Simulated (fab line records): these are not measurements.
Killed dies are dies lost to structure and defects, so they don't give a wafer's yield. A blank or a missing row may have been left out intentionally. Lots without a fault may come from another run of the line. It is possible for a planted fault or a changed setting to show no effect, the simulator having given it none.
fab line records	flow n5Finfet
record: lots: 6	wafers: 18	lastDay: 19
route steps=1938 shown BEOL_M8@1347 PASSIVATION@1936
lots with no fault: from the same line, run without faults
startH: hours from the record's opening day to when the first of the lot's shown wafers began	waitH: time in hours since the lot's previous step	" repeats the value in the row above	L1.1+2: one row covering several wafers at once	- no value, or no start given	* or withheld: withheld	< > ~ a bound
route shown NAME@n: a module of which the file shows steps, and the number in the route of the first	usual: the fault-free wafers' mean and standard deviation	same: alike in all rows	chamber/n: place in a boat	sites: readings site by site	_std_site: the standard deviation of these	_edge_site: the outer-site mean with the inner-site mean subtracted	radiusMm: how far each site lies from the wafer's centre	mask NAME#n: copy n	behind: tool/chamber where the wafer was last shaped	hold: reason for holding the lot/hours on hold/outcome of the hold	device: the transistor (n, p or np) that didn't switch	end of line: tests run on the same wafers once the route is complete	a step with no rows: only its recipe	killed: dies that structure and defects cost at the first sort, which is not the same as the wafer's yield	map: a wafer's dies, marking killed ones x, the rest . and places with no die _
set.NAME: setting as actually run; set.NAME@STEP: the setting as run at that earlier step	model.NAME: the simulator's own value behind a step, which no gauge read
certain route steps with their lots: each step a table, each wafer a row
services: the hour from which a tool's chamber was out of use, counted from the record's first day as startH (under 0 if before that day), plus the number of hours and why
== steps ==
step: N5_BEOL_M8_INSPECT_13
recipe: mode: adi	inspectInstrument: brightfield
usual: rawDefectCount: 397/89
lot.wafer	tool	chamber	startH	waitH	rawDefectCount
L307.1	defectInspect-02	-	300.37	0.0	432
L307.2	"	-	"	"	365
L307.3	"	-	"	"	465
L310.1	defectInspect-01	-	309.15	0.0	454
L310.3	"	-	"	"	423
L310.5	"	-	"	"	500
L314.2	defectInspect-01	-	345.12	0.0	380
L314.3	"	-	"	"	437
L314.6	"	-	"	"	360
L316.1	defectInspect-02	-	349.76	0.0	278
L316.3	"	-	"	"	292
L316.4	"	-	"	"	444
L319.2	defectInspect-02	-	373.00	0.0	352
L319.5	"	-	"	"	420
L319.6	"	-	"	"	319
L320.2	defectInspect-01	-	391.89	0.0	539
L320.3	"	-	"	"	621
L320.5	"	-	"	"	329
step: N5_BEOL_M8_DESCUM_16
recipe: chemistry: O2	timeS: 7.9	sourcePowerW: 50	biasPowerW: 20	pressureMtorr: 20	rfFrequencyHz: 2.712e+07	tempC: 40	resist: CAR-ArF	o2FlowSccm: 225
usual: drypumpMotorCurrentA: 5.6/0.42	oesProductAu: 0.80/0.081	rfVppV: 243.4/1.4	showerheadPlenumPTorr: 2.11/0.073	throttleValvePct: 20.41/0.22
lot.wafer	tool	chamber	startH	waitH	drypumpMotorCurrentA	oesProductAu	rfHoursCounterH	rfVppV	showerheadPlenumPTorr	throttleValvePct
L307.1	rieDiel-01	3	300.40	0.0	5.8	0.80	97	243.0	2.11	20.03
L307.2	"	2	"	"	5.1	0.94	16	242.3	2.05	20.42
L307.3	"	1	"	"	6.3	0.75	144	244.5	2.20	20.57
L310.1	rieDiel-04	3	309.18	0.0	5.9	0.68	240	243.2	2.14	20.37
L310.3	"	0	"	"	6.0	0.84	69	243.3	2.11	20.53
L310.5	"	1	"	"	5.3	0.90	-	244.5	2.22	20.22
L314.2	rieDiel-04	3	345.51	0.4	5.8	0.67	250	243.7	2.14	20.39
L314.3	"	0	"	"	6.0	0.84	80	243.6	2.11	20.55
L314.6	"	0	"	"	6.0	0.83	-	244.1	2.11	20.55
L316.1	rieDiel-04	0	349.86	0.1	6.0	0.82	82	244.5	2.10	20.55
L316.3	"	2	"	"	5.4	0.81	91	241.9	2.01	20.43
L316.4	"	2	"	"	5.4	0.80	-	240.6	2.01	20.41
L319.2	rieDiel-04	2	373.03	0.0	5.4	0.79	103	242.7	2.01	20.44
L319.5	"	2	"	"	5.4	0.79	-	241.7	2.01	20.43
L319.6	"	1	"	"	5.3	0.85	-	246.6	2.22	20.23
L320.2	rieDiel-03	1	392.02	0.1	6.4	0.74	155	244.7	2.18	20.60
L320.3	"	3	"	"	6.0	0.70	229	243.0	2.07	20.81
L320.5	"	0	"	"	4.7	0.71	-	240.6	2.00	20.78
step: N5_BEOL_M8_ETCH_61
recipe: chemistry: CF4	target: SiARC	targetDepthA: 455	maskMaterial: CAR-ArF	timeS: 75.8	ionEnergyEv: 80	pressureMtorr: 40	sourceW: 545	biasW: 36	Ar_flow_sccm: 100	cf4FlowSccm: 100	ends: cleared
step: N5_BEOL_M8_ETCH_62
recipe: chemistry: N2/H2	target: SOC	targetDepthA: 1100	overetchA: 220	maskMaterial: SiARC	tempC: 40	timeS: 165	ionEnergyEv: 200	pressureMtorr: 30	sourceW: 840	biasW: 150	n2FlowSccm: 200	h2FlowSccm: 200
step: N5_BEOL_M8_STRIP_68
recipe: chemistry: N2/H2	tempC: 40	n2FlowSccm: 200	h2FlowSccm: 200	rfFrequencyHz: 6e+07
step: N5_BEOL_M8_STRIP_67
recipe: chemistry: CF4	resist: SiARC	powerW: 300	biasPowerW: 75	pressureMtorr: 50	cf4FlowSccm: 150	rfFrequencyHz: 6e+07
step: N5_BEOL_M8_HM_OPEN_17
recipe: chemistry: Cl2/BCl3	targetDepthA: 200	overetchA: 60	target: TiN	maskMaterial: SOC	ionEnergyEv: 150	pressureMtorr: 10	icpW: 1000	biasW: 126	Cl2_flow_sccm: 53.25	bcl3FlowSccm: 21.75	Ar_flow_sccm: 25
usual: drypumpMotorCurrentA: 6.1/0.69	mfcArSccm: 24.99/0.067	oesProductAu: 0.73/0.048	throttleValvePct: 21.91/0.11
lot.wafer	tool	chamber	startH	waitH	drypumpMotorCurrentA	mfcArSccm	oesProductAu	rfHoursCounterH	throttleValvePct
L307.1	rieMetal-03	0	300.68	0.0	6.8	24.94	0.78	4	21.75
L307.2	"	1	"	"	6.6	24.87	0.68	29	21.97
L307.3	"	0	"	"	6.8	25.02	0.78	-	21.75
L310.1	rieMetal-03	1	309.46	0.0	6.6	25.06	0.69	29	21.98
L310.3	"	0	"	"	6.8	24.99	0.77	-	21.76
L310.5	"	0	"	"	6.8	25.02	0.77	-	21.77
L314.2	rieMetal-03	1	345.78	0.0	6.6	25.00	0.69	32	21.98
L314.3	"	1	"	"	6.6	24.94	0.69	-	21.96
L314.6	"	1	"	"	6.6	25.07	0.69	-	21.98
L316.1	rieMetal-03	0	350.14	0.0	6.8	24.89	0.76	7	21.77
L316.3	"	0	"	"	6.8	24.96	0.75	-	21.78
L316.4	"	1	"	"	6.6	24.91	0.69	-	21.97
L319.2	rieMetal-03	1	373.31	0.0	6.6	25.01	0.69	34	21.97
L319.5	"	1	"	"	6.6	25.05	0.68	-	21.98
L319.6	"	0	"	"	6.9	24.98	0.76	-	21.74
L320.2	rieMetal-02	0	392.30	0.0	4.9	25.04	0.74	14	21.99
L320.3	"	1	"	"	5.0	24.97	0.62	-	22.11
L320.5	"	1	"	"	5.0	25.02	0.63	-	22.10
step: N5_BEOL_M8_STRIP_19
recipe: chemistry: O2	powerW: 400	tempC: 40	pressureMtorr: 30	rfFrequencyHz: 6e+07	biasPowerW: 0	overashFraction: 0.2	o2FlowSccm: 225
usual: drypumpMotorCurrentA: 5.7/0.41	oesProductAu: 0.80/0.085	rfVppV: 3.6/0.6	showerheadPlenumPTorr: 2.11/0.067	throttleValvePct: 16.61/0.23
lot.wafer	tool	chamber	startH	waitH	drypumpMotorCurrentA	oesProductAu	rfHoursCounterH	rfVppV	showerheadPlenumPTorr	throttleValvePct
L307.1	rieDiel-03	2	300.79	0.1	5.5	0.69	215	3.5	2.09	16.94
L307.2	"	3	"	"	6.0	0.72	196	3.8	2.09	16.97
L307.3	"	0	"	"	4.7	0.74	189	4.6	2.01	16.98
L310.1	rieDiel-01	2	309.57	0.1	5.1	0.92	19	4.3	2.06	16.59
L310.3	"	1	"	"	6.3	0.75	148	3.7	2.20	16.75
L310.5	"	2	"	"	5.1	0.93	-	3.3	2.06	16.59
L314.2	rieDiel-03	2	345.90	0.1	5.5	0.68	233	3.3	2.08	16.96
L314.3	"	0	"	"	4.7	0.73	206	3.8	2.01	17.00
L314.6	"	0	"	"	4.8	0.72	-	3.5	2.01	17.01
L316.1	rieDiel-04	0	350.33	0.2	6.0	0.82	83	3.5	2.11	16.75
L316.3	"	3	"	"	5.9	0.67	253	4.0	2.14	16.67
L316.4	"	0	"	"	6.0	0.82	-	2.9	2.11	16.73
L319.2	rieDiel-04	0	373.42	0.1	6.0	0.81	94	3.1	2.11	16.76
L319.5	"	2	"	"	5.4	0.81	-	4.2	2.01	16.68
L319.6	"	1	"	"	5.3	0.85	-	2.8	2.22	16.48
L320.2	rieDiel-04	3	392.42	0.1	5.9	0.94	8	3.2	2.14	16.18
L320.3	"	1	"	"	5.2	0.83	54	3.6	2.22	16.48
L320.5	"	2	"	"	5.4	0.79	-	3.6	2.01	16.68
step: N5_BEOL_M8_CD_MEAS_18
recipe: pitchNm: 80	targetCdNm: 40
usual: cdNm: 39.9/0.56
lot.wafer	tool	chamber	startH	waitH	cdNm
L307.1	cdSem-01	-	300.86	0.0	39.4
L307.2	"	-	"	"	39.4
L307.3	"	-	"	"	39.9
L310.1	cdSem-02	-	309.64	0.0	38.7
L310.3	"	-	"	"	38.9
L310.5	"	-	"	"	39.5
L314.2	cdSem-02	-	345.97	0.1	39.3
L314.3	"	-	"	"	39.1
L314.6	"	-	"	"	40.0
L316.1	cdSem-01	-	350.40	0.0	41.0
L316.3	"	-	"	"	40.6
L316.4	"	-	"	"	40.1
L319.2	cdSem-01	-	373.49	0.1	40.6
L319.5	"	-	"	"	40.2
L319.6	"	-	"	"	40.9
L320.2	cdSem-02	-	392.49	0.1	39.6
L320.3	"	-	"	"	39.5
L320.5	"	-	"	"	39.9
step: N5_BEOL_M8_COAT_63
recipe: resist: SOC	tempC: 250	timeS: 60	spinRpm: 1500	resistThkNm: 60
step: N5_BEOL_M8_COAT_64
recipe: resist: SiARC	tempC: 220	timeS: 60	spinRpm: 1500	resistThkNm: 12
step: N5_BEOL_M8_COAT_71
recipe: resist: underlayer	tempC: 205	timeS: 60	spinRpm: 1500	resistThkNm: 5
step: N5_BEOL_M8_COAT_22
recipe: resist: CAR-EUV	spinRpm: 1500	resistThkNm: 30
usual: spinSpeedRpm: 1499.8/1.1
lot.wafer	tool	chamber	startH	waitH	spinSpeedRpm	model.CAR-EUV_of_BEOL_M8_COAT_22.thkNm
L307.1	lithoTrack-03	0	300.90	-	1562.7	29.4
L307.2	"	0	"	"	1562.2	29.4
L307.3	"	0	"	"	1563.0	29.2
L310.1	lithoTrack-03	0	310.67	-	1563.2	29.4
L310.3	"	0	"	"	1563.8	29.2
L310.5	"	0	"	"	1564.3	29.4
L314.2	lithoTrack-02	0	346.02	-	1501.4	30
L314.3	"	0	"	"	1498.3	30
L314.6	"	0	"	"	1500.0	30
L316.1	lithoTrack-02	0	351.37	-	1501.0	30
L316.3	"	0	"	"	1501.7	30
L316.4	"	0	"	"	1496.8	30
L319.2	lithoTrack-01	0	373.58	-	1498.8	30
L319.5	"	0	"	"	1499.3	30
L319.6	"	0	"	"	1498.4	30
L320.2	lithoTrack-03	0	397.41	-	1498.9	30
L320.3	"	0	"	"	1500.1	30
L320.5	"	0	"	"	1500.1	30
step: N5_BEOL_M8_EBR_24
recipe: solvent: PGMEA	ebrWidthMm: 1.5
step: N5_BEOL_M8_SOFTBAKE_23
recipe: tempC: 110	timeS: 60	resist: CAR-EUV
step: N5_BEOL_M8_EXPOSE_25
recipe: maskId: V7	na: 0.33	sourceShape: annular	sigmaInner: 0.4	sigmaOuter: 0.8	polarization: unpolarized	targetCdNm: 40	doseMj: 42.5
step: N5_BEOL_M8_PEB_26
recipe: pebTempC: 100	pebTimeS: 60	resist: CAR-EUV
step: N5_BEOL_M8_DEVELOP_27
recipe: developTimeS: 30	developer: TMAH	resist: CAR-EUV	rinseLiquid: surfactantRinse	dry: airSpin	devTempC: 23
step: N5_BEOL_M8_CD_MEAS_28
recipe: targetCdNm: 40	landingEnergyEv: 500	detector: seInlens
usual: cdNm: 40.05/0.25
same: landingEnergyEv: 500
lot.wafer	tool	chamber	startH	waitH	cdNm
L307.1	cdSem-02	0	301.16	-	40.26
L307.2	"	0	"	"	39.80
L307.3	"	0	"	"	39.65
L310.1	cdSem-02	0	311.26	-	40.08
L310.3	"	0	"	"	40.35
L310.5	"	0	"	"	39.82
L314.2	cdSem-02	0	346.28	-	40.34
L314.3	"	0	"	"	40.20
L314.6	"	0	"	"	40.27
L316.1	cdSem-02	0	351.82	-	40.67
L316.3	"	0	"	"	40.17
L316.4	"	0	"	"	40.24
L319.2	cdSem-03	0	373.97	-	39.89
L319.5	"	0	"	"	39.42
L319.6	"	0	"	"	39.81
L320.2	cdSem-02	0	397.80	-	39.68
L320.3	"	0	"	"	39.90
L320.5	"	0	"	"	39.96
step: N5_BEOL_M8_OVL_MEAS_29
recipe: pointsPerWafer: 522
usual: V7_OVL: -0.2/0.76
lot.wafer	tool	chamber	startH	waitH	V7_OVL[nm]
L307.1	overlay-02	0	301.19	0.0	-0.4
L307.2	"	0	"	"	-0.6
L307.3	"	0	"	"	-0.6
L310.1	overlay-01	0	311.29	0.0	-0.6
L310.3	"	0	"	"	-0.7
L310.5	"	0	"	"	-0.1
L314.2	overlay-02	0	346.32	0.0	-0.2
L314.3	"	0	"	"	0.5
L314.6	"	0	"	"	0.6
L316.1	overlay-01	0	351.85	0.0	-0.8
L316.3	"	0	"	"	-1.6
L316.4	"	0	"	"	0.8
L319.2	overlay-01	0	374.01	0.0	-0.2
L319.5	"	0	"	"	1.1
L319.6	"	0	"	"	-0.3
L320.2	overlay-01	0	397.84	0.0	0.8
L320.3	"	0	"	"	-0.1
L320.5	"	0	"	"	-0.2
step: N5_BEOL_M8_INSPECT_30
recipe: mode: adi	inspectInstrument: brightfield
usual: rawDefectCount: 390/88
lot.wafer	tool	chamber	startH	waitH	rawDefectCount
L307.1	defectInspect-02	-	301.25	0.1	446
L307.2	"	-	"	"	380
L307.3	"	-	"	"	471
L310.1	defectInspect-01	-	311.35	0.1	435
L310.3	"	-	"	"	445
L310.5	"	-	"	"	473
L314.2	defectInspect-01	-	346.37	0.0	377
L314.3	"	-	"	"	441
L314.6	"	-	"	"	356
L316.1	defectInspect-01	-	351.91	0.1	308
L316.3	"	-	"	"	332
L316.4	"	-	"	"	495
L319.2	defectInspect-01	-	374.06	0.0	376
L319.5	"	-	"	"	453
L319.6	"	-	"	"	331
L320.2	defectInspect-01	-	397.89	0.0	508
L320.3	"	-	"	"	627
L320.5	"	-	"	"	312
step: N5_BEOL_M8_DESCUM_33
recipe: chemistry: O2	timeS: 7	sourcePowerW: 50	biasPowerW: 20	pressureMtorr: 20	rfFrequencyHz: 2.712e+07	tempC: 40	resist: CAR-EUV	o2FlowSccm: 225
step: N5_BEOL_M8_ETCH_72
recipe: chemistry: N2/H2	target: underlayer	targetDepthA: 65	maskMaterial: CAR-EUV	timeS: 5.2	ionEnergyEv: 200	pressureMtorr: 30	sourceW: 840	biasW: 150	n2FlowSccm: 200	h2FlowSccm: 200	ends: cleared
usual: drypumpMotorCurrentA: 5.7/0.47	etchRfOnTimeS: 5.21/0.11	oesProductAu: 0.67/0.075	rfVppV: 523.8/2.5	showerheadPlenumPTorr: 2.54/0.082	throttleValvePct: 17.86/0.3
lot.wafer	tool	chamber	startH	waitH	drypumpMotorCurrentA	etchRfOnTimeS	oesProductAu	rfHoursCounterH	rfVppV	showerheadPlenumPTorr	throttleValvePct
L307.1	rieDiel-03	3	301.32	0.0	5.9	5.10	0.61	197	525.4	2.52	18.19
L307.2	"	0	"	"	4.8	5.21	0.62	190	519.5	2.42	18.08
L307.3	"	2	"	"	5.5	5.33	0.58	215	521.7	2.51	17.92
L310.1	rieDiel-01	3	311.48	0.0	5.8	5.09	0.67	101	521.4	2.55	17.49
L310.3	"	0	"	"	5.9	5.29	0.83	1	522.7	2.49	17.28
L310.5	"	0	"	"	5.8	5.30	0.84	-	522.6	2.49	17.26
L314.2	rieDiel-04	3	346.58	0.0	5.9	5.33	0.56	251	523.4	2.59	17.79
L314.3	"	0	"	"	6.0	4.94	0.71	80	524.9	2.57	18.08
L314.6	"	2	"	"	5.4	5.25	0.68	-	522.3	2.45	17.82
L316.1	rieDiel-01	3	352.18	0.0	5.9	5.14	0.67	112	525.7	2.55	17.53
L316.3	"	1	"	"	6.3	5.22	0.64	159	529.8	2.65	17.97
L316.4	"	2	"	"	5.1	5.16	0.78	30	521.4	2.47	17.68
L319.2	rieDiel-03	1	374.37	0.0	6.4	5.15	0.63	149	525.7	2.67	18.15
L319.5	"	1	"	"	6.4	5.21	0.63	-	526.3	2.67	18.17
L319.6	"	2	"	"	5.5	5.38	0.57	-	522.6	2.50	17.99
L320.2	rieDiel-04	2	397.96	0.0	5.4	5.27	0.66	115	522.3	2.44	17.89
L320.3	"	0	"	"	6.1	4.97	0.70	100	524.0	2.57	18.08
L320.5	"	3	"	"	5.9	5.29	0.77	-	525.0	2.59	17.33
step: N5_BEOL_M8_ETCH_65
recipe: chemistry: CF4	target: SiARC	targetDepthA: 156	maskMaterial: CAR-EUV	timeS: 26	ionEnergyEv: 80	pressureMtorr: 40	sourceW: 545	biasW: 36	Ar_flow_sccm: 100	cf4FlowSccm: 100	ends: cleared
usual: drypumpMotorCurrentA: 5.7/0.47	etchRfOnTimeS: 26.0/0.66	mfcArSccm: 99.99/0.28	oesProductAu: 0.67/0.076	rfVppV: 184.0/1.1	showerheadPlenumPTorr: 2.14/0.063	throttleValvePct: 15.62/0.27
lot.wafer	tool	chamber	startH	waitH	drypumpMotorCurrentA	etchRfOnTimeS	mfcArSccm	oesProductAu	rfHoursCounterH	rfVppV	showerheadPlenumPTorr	throttleValvePct	model.CAR-EUV_of_BEOL_M8_COAT_22.thkNm
L307.1	rieDiel-03	3	301.34	0.0	6.0	25.6	99.97	0.61	197	183.6	2.12	15.86	10.4
L307.2	"	0	"	"	4.7	26.0	100.51	0.62	190	182.8	2.04	15.80	10.6
L307.3	"	2	"	"	5.5	27.1	100.23	0.58	215	184.9	2.12	15.84	10.6
L310.1	rieDiel-01	3	311.50	0.0	5.8	25.0	100.63	0.69	101	185.1	2.14	15.19	10.6
L310.3	"	0	"	"	5.8	25.9	100.21	0.85	1	183.8	2.10	15.12	10.6
L310.5	"	0	"	"	5.8	26.0	99.94	0.84	-	183.5	2.10	15.09	10.6
L314.2	rieDiel-04	3	346.60	0.0	5.8	26.4	99.60	0.57	251	185.5	2.19	15.64	11.2
L314.3	"	0	"	"	6.0	24.6	99.51	0.72	80	184.3	2.18	15.81	11.2
L314.6	"	2	"	"	5.4	26.5	100.06	0.68	-	184.7	2.09	15.73	11.2
L316.1	rieDiel-01	3	352.20	0.0	5.8	25.9	99.94	0.66	112	184.0	2.14	15.20	11
L316.3	"	1	"	"	6.3	27.1	100.09	0.62	159	183.0	2.21	15.59	11.2
L316.4	"	2	"	"	5.1	26.4	100.00	0.77	30	183.7	2.11	15.57	11
L319.2	rieDiel-03	1	374.39	0.0	6.4	25.5	99.76	0.64	149	184.3	2.23	15.78	11.2
L319.5	"	1	"	"	6.4	25.7	99.46	0.63	-	185.0	2.23	15.77	11.2
L319.6	"	2	"	"	5.5	27.2	99.79	0.56	-	183.6	2.11	15.88	11.2
L320.2	rieDiel-04	2	397.97	0.0	5.4	26.7	100.32	0.66	115	184.2	2.08	15.78	11.2
L320.3	"	0	"	"	6.0	25.3	100.22	0.70	100	184.7	2.17	15.83	11
L320.5	"	3	"	"	5.9	26.5	100.06	0.78	-	183.8	2.18	15.17	11.2
step: N5_BEOL_M8_ETCH_66
recipe: chemistry: N2/H2	target: SOC	targetDepthA: 800	overetchA: 160	maskMaterial: SiARC	tempC: 40	timeS: 120	ionEnergyEv: 200	pressureMtorr: 30	sourceW: 840	biasW: 150	n2FlowSccm: 200	h2FlowSccm: 200
usual: drypumpMotorCurrentA: 5.7/0.47	oesProductAu: 0.60/0.066	rfVppV: 523.8/2.3	showerheadPlenumPTorr: 2.54/0.082	throttleValvePct: 17.81/0.3
lot.wafer	tool	chamber	startH	waitH	drypumpMotorCurrentA	oesProductAu	rfHoursCounterH	rfVppV	showerheadPlenumPTorr	throttleValvePct
L307.1	rieDiel-03	3	301.37	0.0	6.0	0.54	197	523.0	2.53	18.16
L307.2	"	0	"	"	4.7	0.56	190	521.4	2.42	18.07
L307.3	"	2	"	"	5.5	0.53	215	523.1	2.51	17.88
L310.1	rieDiel-01	3	311.53	0.0	5.8	0.61	101	524.4	2.55	17.45
L310.3	"	0	"	"	5.8	0.77	1	523.5	2.49	17.24
L310.5	"	0	"	"	5.8	0.76	-	522.9	2.49	17.23
L314.2	rieDiel-04	3	346.63	0.0	5.9	0.52	251	525.3	2.59	17.77
L314.3	"	0	"	"	6.1	0.63	80	524.3	2.57	18.01
L314.6	"	2	"	"	5.4	0.62	-	522.5	2.45	17.81
L316.1	rieDiel-01	3	352.23	0.0	5.8	0.59	112	523.4	2.55	17.47
L316.3	"	1	"	"	6.3	0.57	159	526.1	2.65	17.93
L316.4	"	2	"	"	5.1	0.69	30	522.4	2.47	17.65
L319.2	rieDiel-03	1	374.41	0.0	6.4	0.57	149	528.1	2.67	18.10
L319.5	"	1	"	"	6.4	0.57	-	525.6	2.67	18.10
L319.6	"	2	"	"	5.5	0.52	-	521.1	2.50	17.94
L320.2	rieDiel-04	2	398.00	0.0	5.4	0.60	115	521.7	2.44	17.86
L320.3	"	0	"	"	6.0	0.61	100	524.7	2.57	18.06
L320.5	"	3	"	"	5.8	0.70	-	524.6	2.59	17.30
step: N5_PASSIVATION_PROBE_49
usual: defectLimitedYield: 91.4/1.2	killed_at_M0_to_M3: 34/9.1	killed_at_M4_up: 14/5.8	killedAtContacts: 13/6	killedAtFrontEnd: 38/10	killedAtOther: 3.2/2.7	killedDies: 102/14	killedOpen: 68/11	killedShort: 32/7.2	sort_bin_5_function: 5.1/0.83	sort_bin_6_memory: 3.2/0.56	sortNPass: 1078/14	sortYieldPct: 91.4/1.2
same: grossDies: 1180	killedAtBackSide: 0	sort_bin_4_leakage[%]: 0	sort_bin_8_speed[%]: 0
lot.wafer	tool	chamber	startH	waitH	defectLimitedYield[%]	killed_at_M0_to_M3	killed_at_M4_up	killedAtContacts	killedAtFrontEnd	killedAtOther	killedDies	killedOpen	killedShort	sort_bin_5_function[%]	sort_bin_6_memory[%]	sortNPass	sortYieldPct[%]
L310.1	prober-01	-	391.45	0.0	91.4	34	11	8	43	5	101	66	28	5.2	2.9	1079	91.4
L310.3	prober-01	-	391.55	0.1	92.8	23	14	13	26	9	85	53	28	3.8	3.1	1095	92.8
L310.5	prober-01	-	391.65	0.2	91.7	29	11	13	42	3	98	77	21	5.6	2.5	1082	91.7
L314.2	prober-02	-	424.26	0.1	92.8	25	13	8	39	0	85	56	27	4.7	2.3	1095	92.8
L314.3	prober-02	-	424.31	0.1	89.4	48	7	10	56	4	125	84	38	7.3	3.1	1055	89.4
L314.6	prober-02	-	424.46	0.3	91.5	42	7	5	40	6	100	61	34	5.5	2.6	1080	91.5
L316.1	prober-02	-	434.14	0.0	90.9	38	16	6	39	8	107	69	38	5.8	3.2	1073	90.9
L316.3	prober-02	-	434.24	0.1	92.1	39	8	14	27	5	93	54	39	4.2	3.2	1087	92.1
L316.4	prober-02	-	434.29	0.2	91.8	24	14	5	47	7	97	66	31	4.9	2.9	1083	91.8
L320.2	prober-01	-	453.55	0.1	90.8	44	8	11	41	4	108	74	33	5.3	3.6	1072	90.8
L320.3	prober-01	-	453.60	0.1	90.7	44	12	13	41	0	110	66	39	5.1	3.8	1070	90.7
L320.5	prober-01	-	453.70	0.2	90.5	33	18	21	38	2	112	73	35	5.8	3.0	1068	90.5
killed by level:class
L310.1 BEOL_M2:geometricParticle:open=8 GATE_CUT:geometricParticle:short=7 BEOL_M0_SAQP:geometricParticle:open=7 BEOL_M1:geometricParticle:open=7 FIN_SAQP:geometricParticle:short=6 MOL_CONTACT_COAG:geometricParticle:open=6 BEOL_M4:geometricParticle:open=6 FIN_SAQP:geometricParticle:open=5
L310.3 MOL_CONTACT_COAG:geometricParticle:open=10 FIN_SAQP:geometricParticle:short=9 BEOL_M4:geometricParticle:open=8 BEOL_M3:geometricParticle:open=6 DUMMY_GATE:geometricParticle:open=5 BEOL_M0_SAQP:geometricParticle:open=4 MOL_CONTACT_COAG:geometricParticle:short=3 BEOL_M0:geometricParticle:open=3
L310.5 MOL_CONTACT_COAG:geometricParticle:open=12 BEOL_M3:geometricParticle:open=10 GATE_CUT:geometricParticle:open=7 GATE_CUT:geometricParticle:short=6 STARTING-WAFER:geometricParticle:open=6 FIN_SAQP:geometricParticle:open=5 BEOL_M0_SAQP:geometricParticle:open=5 BEOL_M2:geometricParticle:open=5
L314.2 STI_FIN_REVEAL:geometricParticle:open=13 MOL_CONTACT_COAG:geometricParticle:open=8 BEOL_M0_SAQP:geometricParticle:open=7 DUMMY_GATE:geometricParticle:open=6 BEOL_M0_SAQP:geometricParticle:short=6 FIN_SAQP:geometricParticle:open=4 GATE_CUT:geometricParticle:short=4 BEOL_M2:geometricParticle:short=3
L314.3 FIN_SAQP:geometricParticle:open=20 BEOL_M0_SAQP:geometricParticle:short=14 STI_FIN_REVEAL:geometricParticle:open=12 MOL_CONTACT_COAG:geometricParticle:open=10 BEOL_M0_SAQP:geometricParticle:open=9 BEOL_M2:geometricParticle:open=9 DUMMY_GATE:geometricParticle:open=6 BEOL_M1:geometricParticle:open=5
L314.6 STI_FIN_REVEAL:geometricParticle:open=11 BEOL_M0_SAQP:geometricParticle:open=9 BEOL_M3:geometricParticle:open=8 BEOL_M0_SAQP:geometricParticle:short=8 BEOL_M1:geometricParticle:open=5 STARTING-WAFER:geometricParticle:open=5 FIN_SAQP:geometricParticle:open=4 FIN_SAQP:geometricParticle:short=4
L316.1 BEOL_M0_SAQP:geometricParticle:short=14 BEOL_M0_SAQP:geometricParticle:open=11 FIN_SAQP:geometricParticle:open=9 GATE_CUT:geometricParticle:short=7 BEOL_M2:geometricParticle:open=7 BEOL_M4:geometricParticle:open=7 MOL_CONTACT_COAG:geometricParticle:open=6 ILD0:geometricParticle:open=4
L316.3 MOL_CONTACT_COAG:geometricParticle:open=9 BEOL_M0_SAQP:geometricParticle:short=9 FIN_SAQP:geometricParticle:open=7 BEOL_M0_SAQP:geometricParticle:open=7 BEOL_M2:geometricParticle:open=6 MOL_CONTACT_COAG:geometricParticle:short=5 BEOL_M1:geometricParticle:open=5 ILD0:geometricParticle:short=4
L316.4 DUMMY_GATE:geometricParticle:open=11 FIN_SAQP:geometricParticle:open=9 BEOL_M1:geometricParticle:open=7 FIN_SAQP:geometricParticle:short=6 BEOL_M0_SAQP:geometricParticle:open=6 GATE_CUT:geometricParticle:short=5 BEOL_M4:geometricParticle:open=5 GATE_CUT:geometricParticle:open=4
L320.2 BEOL_M1:geometricParticle:open=16 FIN_SAQP:geometricParticle:open=14 MOL_CONTACT_COAG:geometricParticle:open=8 FIN_SAQP:geometricParticle:short=7 BEOL_M0_SAQP:geometricParticle:short=6 BEOL_M0_SAQP:geometricParticle:open=5 BEOL_M3:geometricParticle:short=5 BEOL_M4:geometricParticle:open=5
L320.3 MOL_CONTACT_COAG:geometricParticle:open=12 FIN_SAQP:geometricParticle:open=11 BEOL_M0_SAQP:geometricParticle:short=9 BEOL_M1:geometricParticle:open=9 FIN_SAQP:geometricParticle:short=8 DUMMY_GATE:geometricParticle:open=7 BEOL_M2:geometricParticle:open=6 GATE_CUT:geometricParticle:short=5
L320.5 MOL_CONTACT_COAG:geometricParticle:open=19 FIN_SAQP:geometricParticle:open=10 BEOL_M4:geometricParticle:open=10 BEOL_M1:geometricParticle:open=9 FIN_SAQP:geometricParticle:short=8 BEOL_M0_SAQP:geometricParticle:open=8 GATE_CUT:geometricParticle:short=6 BEOL_M0_SAQP:geometricParticle:short=5
== services ==
tool	chamber	startH	hours	kind
rieDiel-03	0	281.58	5.7	repair
rieDiel-04	0	290.12	2.4	repair
rieDiel-01	0	292.69	-	clean
rieDiel-01	0	292.69	-	consumableReplace:focusRing
rieDiel-01	0	292.69	15.0	scheduledDown
rieDiel-01	0	292.69	15.0	ventCycle
rieDiel-03	3	295.82	1.8	repair
rieDiel-03	1	306.78	12.7	repair
rieMetal-02	-	309.22	2.8	pm
rieDiel-04	1	342.50	16.4	repair
rieDiel-04	3	358.97	-	clean
rieDiel-04	3	358.97	-	consumableReplace:focusRing
rieDiel-04	3	358.97	17.3	scheduledDown
rieDiel-04	3	358.97	17.3	ventCycle
lithoTrack-02	-	360.60	-	consumableReplace:filter
rieDiel-01	2	362.94	8.1	repair
rieDiel-01	1	363.66	11.4	repair
rieDiel-04	0	387.03	10.7	repair
rieDiel-03	2	395.89	-	clean
rieDiel-03	2	395.89	-	consumableReplace:focusRing
rieDiel-03	2	395.89	23.8	scheduledDown
rieDiel-03	2	395.89	23.8	ventCycle
== key ==
firstSign: step: N5_BEOL_M8_COAT_22	reading: spinSpeedRpm	direction: up	sigmas: 58	usual: *	struck: *
effect none on later readings
modelEffect: step: N5_BEOL_M8_COAT_22	value: CAR-EUV_of_BEOL_M8_COAT_22.thkNm	without: 29.93	struck: 29.33
modelEffect: step: N5_BEOL_M8_ETCH_65	value: CAR-EUV_of_BEOL_M8_COAT_22.thkNm	without: 11.17	struck: 10.57
metAt N5_BEOL_M8_COAT_22
struckWafers L307.1,L307.2,L307.3,L310.1,L310.3,L310.5
fault: kind: processParameterDrift	tool: lithoTrack-03	chamber: -	onsetH: 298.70	steps: N5_BEOL_M8_COAT_22	channel: spinRpm	offset: *	shape: step	endH: 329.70	actsIn: *	stated: *
